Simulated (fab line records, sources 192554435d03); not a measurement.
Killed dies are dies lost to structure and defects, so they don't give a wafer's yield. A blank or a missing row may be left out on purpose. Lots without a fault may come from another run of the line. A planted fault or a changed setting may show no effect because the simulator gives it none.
Which tool did it? | flow n5_finfet | 11 lots, 33 wafers sampled, at 1 step of a route of 1938

WHAT THE GAUGES READ, wafer by wafer
N5_BEOL_M9_CD_MEAS_28: target cd 70 nm.
lot  | measured     | on        | cd_nm (nm)
L075 | day 10 03:05 | cd_sem-03 | 69.69 70.03 70.27
L076 | day 11 04:28 | cd_sem-02 | 69.45 69.77 69.97
L082 | day 12 09:40 | cd_sem-02 | 70.25 69.84 69.91
L081 | day 12 12:56 | cd_sem-03 | 69.88 70.03 70.50
L083 | day 12 23:42 | cd_sem-02 | 70.15 69.94 70.09
L085 | day 13 04:26 | cd_sem-03 | 70.25 70.09 70.28
L087 | day 13 17:39 | cd_sem-01 | 69.47 69.78 70.22
L089 | day 14 05:53 | cd_sem-03 | 70.10 69.63 69.71
L092 | day 14 17:59 | cd_sem-01 | 69.79 69.80 69.88
L094 | day 15 07:40 | cd_sem-02 | 70.14 70.48 70.37
L096 | day 16 01:37 | cd_sem-01 | 69.71 69.69 70.11

WHICH TOOL RAN EACH LOT (tool, then ch and the chambers of the sampled wafers, then the start)
The record holds no process step before these readings.

THE ANSWER, worked out from the rows above alone
Rule: what is usual is taken from the lots themselves. Put in order of their means at a reading, lots are off if they are a third of the lots or fewer, leave a main group of 4 or more, and stand apart from it by a gap of 3 or more times the standard deviation of the main group's means; of several such gaps the widest counts. A main group whose means are all the same, to the digits that the tables above print for the reading, isn't used. A lot without any number at a reading at which 4 lots or more have one is off too. The other lots that the step has rows for count as sound.
No lot is off at any reading shown: from this, nothing can be told.

WHAT THE SIMULATOR HAD PUT IN
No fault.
